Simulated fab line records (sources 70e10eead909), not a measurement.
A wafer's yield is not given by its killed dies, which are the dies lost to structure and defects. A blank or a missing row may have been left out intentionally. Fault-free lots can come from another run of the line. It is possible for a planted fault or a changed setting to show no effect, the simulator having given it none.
fab line records	flow nand_harc
[record] lots = 24	wafers = 72	last_day = 33
route steps=1302 shown A_STAIRCASE@735
lots untouched by any fault: they come from a run of this same line in which no faults occurred
start_h: the number of hours between the record's first day and the start of the first shown wafer of the lot	wait_h: how many hours have passed since the lot's step before this one	" identical to the entry in the row above	L1.1+2: a row that stands for several wafers	- either no value or no given start	* or withheld: withheld	< > ~ a bound
route shown NAME@n: a module of which the file shows steps, and the number in the route of the first	usual: mean/standard deviation taken from wafers without a fault	same: alike in all rows	chamber/n: place in a boat	sites: the reading at each site	_std_site: standard deviation across them	_edge_site: mean of outer sites minus mean of inner sites	radius_mm: for every site, how far away it sits from the centre of the wafer	mask NAME#n: copy n	behind: the tool/chamber that last shaped the wafer	hold: cause of the lot's hold/its duration in hours/its outcome	device: whichever transistor did not switch (one of n, p or np)	end of line: the tests these same wafers got at the end of their route	step lacking rows: just its recipe	killed: not the wafer's yield, but the dies lost to structure and defects at the first sort	map: a wafer's dies, marking killed ones x, the rest . and places with no die _
set.NAME: the run value of the setting; set.NAME@STEP: its run value at that earlier step	model.NAME: the simulator's own value behind a step, which no gauge read
steps of the route over a sample of lots; a table a step, a row a wafer
services: a tool's chamber out of use, with start hour (start_h, from the record's first day; less than 0 if before it), hours out, and reason
[[steps]]
[step NHARC_A_STAIRCASE_ETCH_221]
[recipe] target_depth_a = 1000	time_s = 40.5	ion_energy_ev = 400	c4f8_flow_sccm = 20	o2_flow_sccm = 10	ar_flow_sccm = withheld	rf_w = 600	bias_w = 1000	chemistry = C4F8/O2
[usual] bias_w = 1000.4/2.9	oes_product_au = 0.939/0.016	rf_vpp_V = 896/6.2
lot.wafer	tool	chamber	start_h	wait_h	bias_w	oes_product_au	rf_hours_counter_h	rf_vpp_V
L074.1	rie_diel-08	3	-	-	999.8	0.929	50	888
L074.2	"	0	"	"	1000.0	0.933	48	902
L074.5	"	2	"	"	1000.1	0.951	-	901
L075.1	rie_diel-03	1	-	-	999.2	0.907	35	886
L075.3	"	3	"	"	997.7	0.922	28	896
L075.6	"	1	"	"	1005.8	0.921	-	888
L076.2	rie_diel-10	3	-	-	999.9	0.926	43	887
L076.4	"	0	"	"	998.5	0.935	39	894
L076.5	"	3	"	"	1002.3	0.932	-	886
L077.3	rie_diel-08	0	-	-	1005.0	0.932	1	901
L077.1	"	3	"	"	1004.6	0.937	1	887
L077.5	"	1	"	"	1002.8	0.930	-	899
L078.2	rie_diel-08	1	-	-	998.4	0.937	10	902
L078.1	"	3	"	"	1002.4	0.941	7	888
L078.5	"	1	"	"	997.9	0.932	-	900
L079.1	rie_diel-08	1	-	-	997.1	0.935	16	900
L079.2	"	3	"	"	1002.0	0.962	12	887
L079.5	"	0	"	"	1002.8	0.931	-	900
L080.1	rie_diel-10	2	-	-	1000.7	0.941	59	896
L080.3	"	0	"	"	1004.2	0.930	57	892
L080.5	"	2	"	"	999.3	0.943	-	894
L081.4	rie_diel-08	3	-	-	1002.5	0.966	21	886
L081.3	"	1	"	"	1005.7	0.934	23	900
L081.6	"	0	"	"	999.0	0.941	-	901
L082.2	rie_diel-03	2	-	-	999.2	0.945	58	885
L082.4	"	0	"	"	999.7	0.934	-	903
L082.6	"	2	"	"	1002.4	0.937	-	885
L083.1	rie_diel-03	3	-	-	1003.7	0.945	0	897
L083.2	"	0	"	"	994.8	0.945	0	901
L083.3	"	1	"	"	1005.3	0.934	0	888
L085.2	rie_diel-03	2	-	-	1000.2	0.974	0	907
L085.1	"	3	"	"	996.3	0.943	3	895
L085.6	"	2	"	"	999.4	0.971	-	904
L086.2	rie_diel-08	2	-	-	999.8	0.966	30	900
L086.1	"	1	"	"	999.4	0.942	34	900
L086.5	"	2	"	"	1001.5	0.952	-	899
L084.2	rie_diel-08	0	-	-	999.4	0.946	36	901
L084.3	"	3	"	"	1005.4	0.950	32	887
L084.6	"	0	"	"	1003.2	0.951	-	901
L087.4	rie_diel-08	2	-	-	1002.6	0.979	35	899
L087.1	"	0	"	"	999.4	0.940	39	901
L087.6	"	1	"	"	998.5	0.932	-	899
L088.3	rie_diel-10	0	-	-	996.9	0.936	31	893
L088.2	"	1	"	"	1002.3	0.936	27	886
L088.5	"	3	"	"	1002.7	0.929	-	905
L091.1	rie_diel-08	1	-	-	1005.7	0.942	45	899
L091.5	"	0	"	"	1002.2	0.967	-	900
L091.6	"	1	"	"	998.0	0.941	-	899
L089.3	rie_diel-10	3	-	-	1001.1	0.965	38	904
L089.2	"	0	"	"	997.8	0.952	36	893
L089.5	"	2	"	"	1002.2	0.949	-	895
L092.1	rie_diel-10	0	-	-	1000.9	0.929	37	893
L092.5	"	3	"	"	999.4	0.911	-	905
L092.6	"	0	"	"	996.0	0.926	-	892
L090.3	rie_diel-08	0	-	-	999.9	0.921	50	900
L090.2	"	3	"	"	996.7	0.929	48	887
L090.5	"	0	"	"	998.9	0.931	-	901
L093.2	rie_diel-03	3	-	-	1004.8	0.949	35	895
L093.3	"	0	"	"	994.3	0.955	32	902
L093.1	"	1	"	"	1002.1	0.936	21	888
L094.4	rie_diel-10	0	-	-	1000.5	0.966	50	893
L094.2	"	1	"	"	997.8	0.933	46	888
L094.5	"	2	"	"	999.1	0.941	-	896
L095.3	rie_diel-10	3	-	-	996.5	0.930	61	905
L095.4	"	2	"	"	1001.5	0.917	56	895
L095.6	"	0	"	"	1010.8	0.931	-	893
L096.1	rie_diel-10	3	-	-	998.3	0.916	61	904
L096.3	"	1	"	"	1001.2	0.920	52	887
L096.6	"	3	"	"	996.4	0.923	-	903
L097.1	rie_diel-08	1	-	-	1000.4	0.946	7	900
L097.2	"	2	"	"	995.7	0.967	7	900
L097.6	"	3	"	"	999.2	0.973	-	905
[step NHARC_A_STAIRCASE_ETCH_253]
[recipe] target_depth_a = 500	time_s = 20.2	ion_energy_ev = 400	c4f8_flow_sccm = 20	o2_flow_sccm = 10	ar_flow_sccm = withheld	rf_w = 600	bias_w = 1000	chemistry = C4F8/O2
[usual] bias_w = 999.8/2.9	oes_product_au = 0.956/0.022	rf_vpp_V = 896/6.6
lot.wafer	tool	chamber	start_h	wait_h	bias_w	oes_product_au	rf_hours_counter_h	rf_vpp_V
L074.2	rie_diel-08	0	366.47	0.1	1000.3	0.981	48	902
L074.1	"	2	"	"	1000.5	0.973	43	901
L074.5	"	3	"	"	1002.2	0.949	-	888
L076.2	rie_diel-03	2	382.34	0.1	1000.0	0.977	32	887
L076.5	"	2	"	"	1001.4	0.976	-	886
L076.4	"	3	"	"	1004.1	0.964	-	896
L075.3	rie_diel-03	0	382.67	0.1	997.5	0.927	37	903
L075.1	"	3	"	"	996.1	0.925	30	897
L075.6	"	3	"	"	997.8	0.914	-	896
L077.1	rie_diel-08	2	388.74	0.1	1001.7	0.974	2	902
L077.3	"	3	"	"	1001.1	0.974	2	888
L077.5	"	1	"	"	1002.1	0.956	-	899
L078.1	rie_diel-03	0	404.38	0.1	996.2	0.966	47	904
L078.2	"	1	"	"	1000.0	0.970	41	888
L078.5	"	0	"	"	999.6	0.967	-	902
L080.3	rie_diel-08	1	422.04	0.1	1005.1	0.917	18	900
L080.1	"	2	"	"	997.4	0.930	14	902
L080.5	"	1	"	"	1001.3	0.919	-	900
L079.1	rie_diel-03	1	422.24	0.1	1000.9	0.913	45	888
L079.2	"	2	"	"	999.0	0.917	46	886
L079.5	"	3	"	"	1002.3	0.908	-	896
L081.3	rie_diel-10	0	440.37	0.1	999.6	0.978	3	893
L081.4	"	2	"	"	1003.0	0.959	5	896
L081.6	"	3	"	"	993.2	0.964	-	907
L082.4	rie_diel-03	3	457.83	0.1	1000.5	0.955	56	895
L082.2	"	0	"	"	1000.5	0.948	61	901
L082.6	"	2	"	"	998.6	0.957	-	887
L083.2	rie_diel-08	1	472.45	0.1	994.3	0.978	34	898
L083.1	"	2	"	"	999.6	0.994	30	900
L083.3	"	3	"	"	1000.5	0.956	30	888
L085.1	rie_diel-08	3	477.01	0.1	1000.3	0.967	32	888
L085.2	"	2	"	"	994.9	0.973	32	900
L085.6	"	3	"	"	999.3	0.960	-	886
L086.2	rie_diel-08	3	477.94	0.1	996.2	0.995	32	887
L086.1	"	1	"	"	994.6	0.948	36	898
L086.5	"	2	"	"	1001.1	1.003	-	899
L084.2	rie_diel-08	0	482.72	0.1	1002.1	0.922	37	901
L084.3	"	3	"	"	999.2	0.929	33	887
L084.6	"	1	"	"	998.6	0.902	-	899
L087.1	rie_diel-03	2	494.67	0.1	1002.8	0.955	10	907
L087.4	"	3	"	"	1000.3	0.965	12	895
L087.6	"	2	"	"	1000.0	0.966	-	906
L088.2	rie_diel-08	3	516.64	0.1	1002.4	0.973	44	887
L088.3	"	2	"	"	997.6	0.990	43	900
L088.5	"	3	"	"	1001.6	0.976	-	887
L091.1	rie_diel-10	0	523.90	0.1	1004.5	0.971	34	892
L091.6	"	3	"	"	996.5	0.963	-	905
L091.5	"	0	"	"	1005.1	0.972	-	893
L089.3	rie_diel-03	1	532.22	0.1	1000.5	0.953	14	889
L089.2	"	2	"	"	994.5	0.975	22	906
L089.5	"	1	"	"	999.6	0.953	-	887
L092.1	rie_diel-10	2	535.41	0.1	1003.3	0.953	37	895
L092.5	"	3	"	"	998.6	0.954	-	905
L092.6	"	0	"	"	995.7	0.975	-	892
L090.3	rie_diel-08	2	535.82	0.1	997.0	0.984	48	899
L090.2	"	3	"	"	1000.2	0.964	50	887
L090.5	"	1	"	"	1000.9	0.966	-	899
L093.1	rie_diel-10	1	553.65	0.1	1006.6	0.921	42	888
L093.3	"	2	"	"	1006.7	0.913	46	896
L093.2	"	0	"	"	996.8	0.926	47	890
L094.2	rie_diel-10	1	566.19	0.1	1001.4	0.965	46	886
L094.4	"	2	"	"	998.4	0.972	52	895
L094.5	"	1	"	"	1003.3	0.961	-	886
L095.3	rie_diel-10	1	583.04	0.1	999.6	0.962	53	886
L095.4	"	3	"	"	1005.4	0.985	62	904
L095.6	"	1	"	"	1000.4	0.964	-	888
L096.3	rie_diel-10	1	583.45	0.1	999.1	0.958	53	887
L096.1	"	3	"	"	1000.1	0.949	62	905
L096.6	"	1	"	"	997.4	0.949	-	888
L097.1	rie_diel-10	3	593.61	0.1	1001.0	0.972	67	904
L097.2	"	0	"	"	995.3	0.979	62	892
L097.6	"	2	"	"	998.9	0.943	-	895
[step NHARC_A_STAIRCASE_HM_DEP_456]
[recipe] target_thk_a = 31000	temp_c = 400	material = aC
[usual] throttle_valve_pct = 34.999/0.0088
lot.wafer	tool	chamber	start_h	wait_h	throttle_valve_pct
L074.1	acl_dep-01	0	368.89	-	34.989
L074.2	"	0	"	"	35.000
L074.5	"	0	"	"	34.989
L076.2	acl_dep-01	0	388.36	-	35.004
L076.4	"	0	"	"	35.005
L076.5	"	0	"	"	34.994
L075.1	acl_dep-03	0	389.29	-	34.990
L075.3	"	0	"	"	35.000
L075.6	"	0	"	"	34.995
L077.1	acl_dep-01	0	393.70	-	35.004
L077.3	"	0	"	"	34.989
L077.5	"	0	"	"	35.011
L078.1	acl_dep-02	0	409.21	-	34.992
L078.2	"	0	"	"	34.998
L078.5	"	0	"	"	35.006
L080.1	acl_dep-01	0	422.93	-	35.003
L080.3	"	0	"	"	35.006
L080.5	"	0	"	"	35.022
L079.1	acl_dep-03	0	423.13	-	34.996
L079.2	"	0	"	"	35.003
L079.5	"	0	"	"	34.987
L081.3	acl_dep-03	0	441.88	-	34.992
L081.4	"	0	"	"	35.008
L081.6	"	0	"	"	35.001
L082.2	acl_dep-03	0	459.12	-	35.007
L082.4	"	0	"	"	34.981
L082.6	"	0	"	"	34.999
L083.1	acl_dep-01	0	473.78	-	35.000
L083.2	"	0	"	"	34.985
L083.3	"	0	"	"	34.998
L085.1	acl_dep-02	0	477.91	-	35.000
L085.2	"	0	"	"	34.977
L085.6	"	0	479.43	-	34.993
L086.1	acl_dep-01	0	478.83	-	35.011
L086.2	"	0	"	"	34.993
L086.5	"	0	"	"	35.004
L084.2	acl_dep-01	0	483.94	-	34.995
L084.3	"	0	"	"	34.992
L084.6	"	0	"	"	35.006
L087.1	acl_dep-03	0	499.46	-	34.992
L087.4	"	0	"	"	35.004
L087.6	"	0	"	"	34.992
L088.2	acl_dep-01	0	519.57	-	34.981
L088.3	"	0	"	"	34.994
L088.5	"	0	"	"	35.010
L091.1	acl_dep-02	0	524.80	-	34.988
L091.5	"	0	526.01	-	35.002
L091.6	"	0	"	"	34.995
L089.2	acl_dep-01	0	535.10	-	35.009
L089.3	"	0	"	"	34.985
L089.5	"	0	"	"	34.982
L092.1	acl_dep-02	0	536.30	-	35.004
L092.5	"	0	537.53	-	35.016
L092.6	"	0	"	"	34.995
L090.2	acl_dep-01	0	537.01	-	34.991
L090.3	"	0	"	"	34.986
L090.5	"	0	"	"	34.999
L093.1	acl_dep-03	0	558.23	-	35.002
L093.2	"	0	"	"	35.011
L093.3	"	0	"	"	34.990
L094.2	acl_dep-02	0	569.90	-	35.006
L094.4	"	0	"	"	34.994
L094.5	"	0	"	"	35.000
L096.1	acl_dep-01	0	584.35	-	34.998
L096.3	"	0	"	"	35.011
L096.6	"	0	"	"	34.996
L095.3	acl_dep-03	0	584.56	-	34.999
L095.4	"	0	"	"	34.996
L095.6	"	0	"	"	34.994
L097.1	acl_dep-01	0	594.56	-	35.019
L097.2	"	0	"	"	34.998
L097.6	"	0	596.10	-	34.978
[step NHARC_A_STAIRCASE_ETCH_271]
[recipe] cf4_flow_sccm = 100	chf3_flow_sccm = 30	ar_flow_sccm = 0	rf_w = 500	bias_w = 200	chemistry = CF4/CHF3
[usual] bias_w = 199.9/0.59	cf4_flow_sccm = 99.96/0.29	drypump_motor_current_A = 5.7/0.35	oes_product_au = 0.949/0.022	rf_vpp_V = 370.8/2.7	showerhead_plenum_p_Torr = 1.58/0.077	throttle_valve_pct = 16.803/0.0085
lot.wafer	tool	chamber	start_h	wait_h	bias_w	cf4_flow_sccm	drypump_motor_current_A	oes_product_au	rf_hours_counter_h	rf_vpp_V	showerhead_plenum_p_Torr	throttle_valve_pct
L074.2	rie_diel-03	0	371.81	0.1	199.0	99.96	5.5	0.919	31	372.1	1.66	16.806
L074.1	"	1	"	"	200.4	100.25	6.3	0.929	31	368.2	1.48	16.796
L074.5	"	3	"	"	200.2	99.96	5.6	0.945	-	370.9	1.58	16.791
L076.2	rie_diel-10	0	393.33	0.2	199.5	99.83	5.2	0.933	47	367.9	1.54	16.792
L076.4	"	1	"	"	201.4	100.09	6.0	0.918	44	368.0	1.48	16.802
L076.5	"	3	"	"	199.2	99.63	5.5	0.944	-	364.9	1.46	16.818
L075.1	rie_diel-10	0	393.44	0.1	200.3	99.80	5.2	0.937	47	369.2	1.54	16.805
L075.3	"	3	"	"	200.5	99.34	5.5	0.941	51	366.0	1.46	16.814
L075.6	"	0	"	"	200.0	100.16	5.2	0.937	-	370.2	1.54	16.821
L077.3	rie_diel-08	0	396.70	0.1	199.0	99.83	5.9	0.939	7	372.4	1.64	16.799
L077.1	"	1	"	"	200.4	100.19	5.9	0.970	8	373.5	1.62	16.794
L077.5	"	3	"	"	199.4	100.29	6.3	0.952	-	367.5	1.47	16.806
L078.2	rie_diel-10	1	412.01	0.1	199.8	99.96	6.0	0.910	52	368.7	1.48	16.806
L078.1	"	2	"	"	200.5	99.73	5.1	0.918	57	368.9	1.58	16.802
L078.5	"	0	"	"	199.2	99.51	5.2	0.935	-	369.8	1.54	16.797
L080.3	rie_diel-08	3	425.76	0.1	199.4	99.83	6.3	0.952	14	367.6	1.47	16.800
L080.1	"	1	"	"	200.3	100.45	5.8	0.968	19	372.2	1.62	16.785
L080.5	"	3	"	"	200.6	99.85	6.3	0.957	-	367.7	1.47	16.783
L079.2	rie_diel-03	3	426.07	0.1	200.6	99.38	5.6	0.945	44	369.2	1.57	16.808
L079.1	"	0	"	"	200.6	100.03	5.5	0.976	50	372.8	1.66	16.816
L079.5	"	2	"	"	200.3	99.75	5.7	0.949	-	366.0	1.46	16.808
L081.3	rie_diel-08	1	444.08	0.1	198.8	99.98	5.9	0.980	24	372.4	1.62	16.795
L081.4	"	2	"	"	200.6	100.06	5.8	0.982	19	372.0	1.63	16.811
L081.6	"	1	"	"	199.7	99.95	5.9	0.972	-	371.8	1.62	16.795
L082.2	rie_diel-08	2	461.77	0.1	199.4	99.85	5.7	0.941	24	371.3	1.63	16.806
L082.4	"	3	"	"	201.0	99.88	6.3	0.930	26	366.1	1.47	16.794
L082.6	"	0	"	"	200.5	99.94	5.9	0.923	-	373.0	1.63	16.794
L083.2	rie_diel-10	0	476.59	0.1	199.8	100.46	5.2	0.964	20	370.1	1.53	16.809
L083.1	"	1	"	"	199.5	100.35	6.0	0.947	16	368.5	1.48	16.804
L083.3	"	3	"	"	199.7	99.66	5.5	0.943	21	373.0	1.69	16.814
L085.2	rie_diel-10	1	480.86	0.1	200.3	100.08	6.0	0.931	18	367.9	1.48	16.807
L085.1	"	0	"	"	200.4	100.19	5.2	0.930	21	370.1	1.53	16.809
L085.6	"	2	"	"	199.3	99.67	5.1	0.925	-	370.4	1.57	16.812
L086.2	rie_diel-08	0	482.27	0.6	200.8	99.78	5.8	0.926	37	372.7	1.63	16.798
L086.1	"	1	"	"	199.9	100.07	5.9	0.911	37	373.4	1.62	16.799
L086.5	"	0	"	"	200.9	99.80	5.9	0.922	-	371.6	1.63	16.824
L084.2	rie_diel-03	2	486.61	0.1	199.9	100.34	5.6	0.957	7	374.6	1.70	16.804
L084.3	"	3	"	"	200.1	99.83	5.6	0.959	10	370.1	1.57	16.795
L084.6	"	2	"	"	198.9	100.64	5.6	0.958	-	375.2	1.70	16.795
L087.4	rie_diel-10	1	502.25	0.1	200.2	100.53	6.0	0.976	25	367.3	1.47	16.796
L087.1	"	2	"	"	199.7	99.74	5.1	0.957	28	369.2	1.57	16.807
L087.6	"	3	"	"	199.8	100.12	5.5	0.949	-	375.0	1.69	16.790
L088.3	rie_diel-10	0	522.23	0.1	199.2	99.99	5.2	0.987	33	367.2	1.53	16.790
L088.2	"	1	"	"	199.9	99.62	6.1	0.984	30	366.5	1.47	16.798
L088.5	"	2	"	"	200.4	99.47	5.1	0.960	-	371.1	1.57	16.811
L091.1	rie_diel-03	3	527.71	0.1	199.1	99.82	5.6	0.959	24	370.9	1.56	16.827
L091.5	"	2	"	"	199.3	100.22	5.7	0.983	-	374.4	1.69	16.809
L091.6	"	3	"	"	200.1	100.03	5.6	0.955	-	370.2	1.56	16.810
L089.3	rie_diel-08	2	537.72	0.1	199.1	99.95	5.8	0.949	48	372.7	1.62	16.800
L089.2	"	0	"	"	200.5	100.02	5.8	0.912	51	372.3	1.63	16.789
L089.5	"	2	"	"	199.9	100.01	5.7	0.949	-	372.1	1.62	16.804
L090.2	rie_diel-10	0	541.95	0.2	199.9	100.29	5.2	0.940	41	369.9	1.53	16.811
L090.3	"	3	"	"	198.6	99.62	5.5	0.939	45	373.7	1.69	16.812
L090.5	"	1	"	"	200.0	99.58	6.0	0.928	-	366.6	1.47	16.808
L092.1	rie_diel-08	0	542.33	2.9	200.4	100.59	5.9	0.918	56	371.8	1.63	16.802
L092.6	"	1	"	"	200.3	100.31	5.9	0.913	-	373.2	1.61	16.796
L092.5	"	2	"	"	200.3	99.97	5.8	0.950	-	372.8	1.62	16.796
L093.3	rie_diel-08	3	561.18	0.1	199.4	99.96	6.3	0.973	0	374.7	1.70	16.789
L093.2	"	1	"	"	200.3	100.28	5.9	0.954	0	372.4	1.61	16.807
L093.1	"	2	"	"	200.2	99.73	5.8	0.974	0	370.8	1.62	16.816
L094.2	rie_diel-08	2	572.51	0.1	200.2	99.98	5.7	0.976	2	373.2	1.62	16.809
L094.4	"	3	"	"	200.5	100.13	6.3	0.978	3	374.9	1.70	16.810
L094.5	"	3	"	"	200.9	100.07	6.3	0.986	-	376.7	1.70	16.802
L095.3	rie_diel-03	1	587.28	0.1	199.7	99.83	6.3	0.954	30	365.5	1.47	16.808
L095.4	"	1	"	"	199.1	100.03	6.3	0.959	-	366.7	1.47	16.800
L095.6	"	0	"	"	200.6	100.38	5.5	0.968	-	371.2	1.64	16.808
L096.3	rie_diel-08	3	587.31	0.1	200.2	99.96	6.3	0.936	6	373.6	1.70	16.808
L096.1	"	0	"	"	199.1	99.33	5.8	0.933	5	372.6	1.63	16.797
L096.6	"	0	"	"	199.6	99.64	5.9	0.930	-	371.2	1.63	16.797
L097.1	rie_diel-08	0	597.49	0.1	200.3	100.39	5.9	0.991	8	371.5	1.63	16.800
L097.2	"	3	"	"	201.1	100.02	6.3	0.982	8	374.9	1.70	16.818
L097.6	"	0	"	"	200.9	99.87	5.8	1.008	-	372.7	1.63	16.803
[step NHARC_A_STAIRCASE_DEP_280]
[recipe] target_thk_a = 300	target_thk_nm = 30	temp_c = 400	pressure_torr = 3.5	flow_sccm = 200	rf_w = 350	material = SiON
[usual] chamber_pressure_Torr = 3.501/0.0083	heater_power_w = 780/100	showerhead_vpp_V = 1161/41
lot.wafer	tool	chamber	start_h	wait_h	chamber_pressure_Torr	heater_power_w	showerhead_vpp_V
L074.1	pecvd-02	0	384.22	1.6	3.489	667	1144
L074.2	"	2	"	"	3.516	693	1112
L074.5	"	2	"	"	3.516	697	1132
L076.2	pecvd-03	1	398.80	1.3	3.500	761	1206
L076.4	"	2	"	"	3.507	683	1136
L076.5	"	2	"	"	3.504	672	1142
L075.3	pecvd-02	1	400.72	0.9	3.501	1027	1154
L075.1	"	2	"	"	3.503	676	1120
L075.6	"	1	"	"	3.488	1020	1171
L077.1	pecvd-01	1	401.58	1.6	3.491	770	1109
L077.3	"	0	"	"	3.502	764	1244
L077.5	"	2	"	"	3.493	731	1129
L078.1	pecvd-03	0	417.61	1.6	3.500	848	1169
L078.2	"	1	"	"	3.501	868	1201
L078.5	"	0	"	"	3.501	848	1178
L080.3	pecvd-03	2	430.71	1.0	3.509	650	1146
L080.1	"	0	"	"	3.492	802	1179
L080.5	"	2	"	"	3.511	640	1123
L079.1	pecvd-01	2	432.42	1.5	3.496	672	1131
L079.2	"	1	"	"	3.504	903	1136
L079.5	"	2	"	"	3.486	676	1135
L081.3	pecvd-03	1	451.00	1.0	3.515	726	1213
L081.6	"	2	"	"	3.503	654	1131
L081.4	"	0	"	"	3.495	772	1163
L082.2	pecvd-02	2	467.41	1.3	3.504	682	1125
L082.6	"	0	"	"	3.489	813	1157
L082.4	"	1	"	"	3.504	880	1170
L083.2	pecvd-01	0	482.28	1.3	3.495	775	1240
L083.3	"	1	"	"	3.510	784	1098
L083.1	"	2	"	"	3.495	753	1122
L086.2	pecvd-02	1	488.05	1.2	3.479	983	1162
L086.1	"	2	"	"	3.506	628	1124
L086.5	"	0	"	"	3.504	879	1138
L085.2	pecvd-03	2	492.30	1.3	3.505	724	1147
L085.1	"	0	"	"	3.495	741	1176
L085.6	"	0	"	"	3.499	751	1180
L084.3	pecvd-03	0	495.99	0.9	3.523	795	1163
L084.2	"	2	"	"	3.510	673	1129
L084.6	"	1	"	"	3.492	888	1201
L087.1	pecvd-01	0	510.94	1.6	3.495	903	1232
L087.4	"	0	"	"	3.494	892	1241
L087.6	"	2	"	"	3.483	698	1133
L088.2	pecvd-03	1	527.12	1.2	3.496	857	1199
L088.3	"	2	"	"	3.501	666	1135
L088.5	"	0	"	"	3.491	824	1178
L091.1	pecvd-01	2	532.69	1.5	3.499	702	1128
L091.6	"	0	"	"	3.500	889	1224
L091.5	"	1	"	"	3.493	986	1112
L089.3	pecvd-01	2	545.65	1.0	3.507	704	1117
L089.2	"	0	"	"	3.504	854	1239
L089.5	"	0	"	"	3.495	838	1239
L090.3	pecvd-02	2	547.00	0.9	3.504	697	1115
L090.2	"	1	"	"	3.504	872	1162
L090.5	"	2	"	"	3.481	710	1110
L092.1	pecvd-03	1	547.30	1.6	3.514	791	1200
L092.6	"	0	"	"	3.499	796	1178
L092.5	"	1	"	"	3.506	771	1214
L093.3	pecvd-01	1	569.62	0.9	3.508	947	1137
L093.1	"	2	"	"	3.501	639	1139
L093.2	"	0	"	"	3.488	773	1260
L094.2	pecvd-03	0	577.37	1.2	3.501	811	1162
L094.5	"	0	"	"	3.493	822	1180
L094.4	"	1	"	"	3.510	751	1217
L096.3	pecvd-03	0	592.18	0.9	3.492	778	1165
L096.1	"	2	"	"	3.513	646	1140
L096.6	"	2	"	"	3.500	641	1116
L095.3	pecvd-01	1	594.02	0.9	3.495	983	1124
L095.4	"	1	"	"	3.497	1000	1122
L095.6	"	0	"	"	3.507	892	1222
L097.2	pecvd-03	0	604.72	1.3	3.502	755	1190
L097.1	"	2	"	"	3.488	659	1132
L097.6	"	2	"	"	3.490	657	1133
[step NHARC_A_STAIRCASE_ETCH_294]
[recipe] target_depth_a = 49890	time_s = 1211.6	ion_energy_ev = 800	c4f8_flow_sccm = 80	o2_flow_sccm = 60	ar_flow_sccm = withheld	rf_w = 600	bias_w = 3000	chemistry = C4F8/O2/Ar
[usual] bias_w = 3000/8.3	oes_product_au = 0.933/0.014	rf_vpp_V = 1827/13
lot.wafer	tool	chamber	start_h	wait_h	bias_w	oes_product_au	rf_hours_counter_h	rf_vpp_V
L074.2	rie_diel-03	2	-	-	2997	0.939	33	1807
L074.1	"	3	"	"	2999	0.917	32	1828
L074.5	"	2	"	"	2997	0.942	-	1807
L076.2	rie_diel-08	3	-	-	2998	0.946	7	1811
L076.4	"	1	"	"	2999	0.927	10	1836
L076.5	"	3	"	"	3006	0.942	-	1811
L075.3	rie_diel-10	0	-	-	3014	0.929	51	1821
L075.1	"	1	"	"	3018	0.919	48	1813
L075.6	"	3	"	"	2993	0.936	-	1806
L077.1	rie_diel-03	1	-	-	2995	0.910	40	1811
L077.3	"	3	"	"	2999	0.916	40	1826
L077.5	"	0	"	"	2982	0.921	-	1840
L078.2	rie_diel-08	1	-	-	3002	0.924	17	1835
L078.1	"	2	"	"	2996	0.949	12	1837
L078.5	"	2	"	"	3004	0.937	-	1837
L080.1	rie_diel-03	3	-	-	2997	0.912	50	1828
L080.3	"	1	"	"	2997	0.925	49	1810
L080.5	"	2	"	"	2996	0.932	-	1806
L079.2	rie_diel-10	1	-	-	2996	0.942	2	1811
L079.1	"	3	"	"	2992	0.945	4	1846
L079.5	"	1	"	"	2986	0.932	-	1812
L081.3	rie_diel-03	3	-	-	3000	0.910	55	1826
L081.4	"	3	"	"	3001	0.897	-	1827
L081.6	"	2	"	"	3001	0.920	-	1808
L082.2	rie_diel-03	1	-	-	3015	0.910	1	1809
L082.4	"	3	"	"	2995	0.910	-	1826
L082.6	"	0	"	"	2999	0.917	-	1840
L083.2	rie_diel-10	1	-	-	2991	0.925	21	1810
L083.1	"	2	"	"	2989	0.925	25	1826
L083.3	"	3	"	"	2990	0.920	28	1845
L086.2	rie_diel-03	0	-	-	3010	0.959	11	1839
L086.1	"	1	"	"	2999	0.930	2	1808
L086.5	"	0	"	"	3005	0.947	-	1840
L085.2	rie_diel-08	2	-	-	2999	0.955	35	1835
L085.1	"	3	"	"	2996	0.939	36	1808
L085.6	"	3	"	"	3009	0.947	-	1809
L084.3	rie_diel-08	0	-	-	3006	0.940	40	1835
L084.2	"	3	"	"	2999	0.949	37	1810
L084.6	"	0	"	"	2997	0.931	-	1836
L087.1	rie_diel-10	3	-	-	3000	0.929	33	1845
L087.4	"	0	"	"	3011	0.934	31	1819
L087.6	"	3	"	"	3001	0.929	-	1845
L088.3	rie_diel-10	0	-	-	3005	0.931	36	1819
L088.2	"	1	"	"	2996	0.932	32	1811
L088.5	"	3	"	"	3002	0.923	-	1846
L091.1	rie_diel-10	2	-	-	2987	0.935	36	1825
L091.5	"	3	"	"	3015	0.948	-	1844
L091.6	"	0	"	"	2980	0.943	-	1819
L089.2	rie_diel-03	1	-	-	2999	0.918	20	1810
L089.3	"	2	"	"	3006	0.923	29	1847
L089.5	"	1	"	"	3002	0.920	-	1810
L090.3	rie_diel-08	1	-	-	2984	0.935	55	1833
L090.2	"	2	"	"	3004	0.989	53	1833
L090.5	"	0	"	"	2976	0.940	-	1835
L092.1	rie_diel-10	1	-	-	2990	0.934	42	1810
L092.5	"	3	"	"	3011	0.912	-	1846
L092.6	"	0	"	"	3007	0.939	-	1820
L093.1	rie_diel-08	2	-	-	2985	0.952	2	1834
L093.2	"	0	"	"	3004	0.930	2	1835
L093.3	"	1	"	"	2995	0.927	2	1833
L094.2	rie_diel-03	2	-	-	2999	0.930	38	1845
L094.4	"	0	"	"	3007	0.950	40	1838
L094.5	"	2	"	"	3005	0.933	-	1846
L096.1	rie_diel-03	1	-	-	3019	0.917	33	1810
L096.3	"	2	"	"	3002	0.920	40	1846
L096.6	"	2	"	"	3014	0.930	-	1846
L095.3	rie_diel-08	3	-	-	3004	0.970	8	1848
L095.4	"	0	"	"	3005	0.947	7	1836
L095.6	"	0	"	"	3001	0.950	-	1837
L097.1	rie_diel-03	1	-	-	3002	0.923	40	1807
L097.2	"	3	"	"	3011	0.931	54	1823
L097.6	"	3	"	"	2998	0.935	-	1824
[[services]]
tool	chamber	start_h	hours	kind
rie_diel-08	1	345.55	2.6	repair
rie_diel-03	3	353.14	5.0	repair
pecvd-03	-	366.61	13.0	pm
rie_diel-08	-	371.69	9.0	pm
acl_dep-01	-	375.05	13.0	pm
rie_diel-03	1	381.98	11.9	repair
rie_diel-08	2	382.30	3.3	repair
pecvd-03	0	394.48	8.3	repair
pecvd-02	-	408.24	13.0	pm
acl_dep-02	-	425.14	13.0	pm
rie_diel-10	-	427.72	0.3	repair
rie_diel-03	-	442.14	0.5	repair
rie_diel-03	-	458.33	9.0	pm
acl_dep-03	-	486.46	13.0	pm
pecvd-01	-	488.48	5.4	repair
pecvd-03	-	547.61	13.0	pm
rie_diel-08	-	549.09	9.0	pm
rie_diel-03	3	555.71	3.1	repair
acl_dep-01	-	557.98	13.0	pm
rie_diel-03	2	586.42	7.1	repair
rie_diel-10	-	596.94	9.0	pm
rie_diel-03	2	603.27	6.9	repair
pecvd-03	1	603.37	4.4	repair
rie_diel-08	2	606.03	5.7	repair
[[key]]
fault none
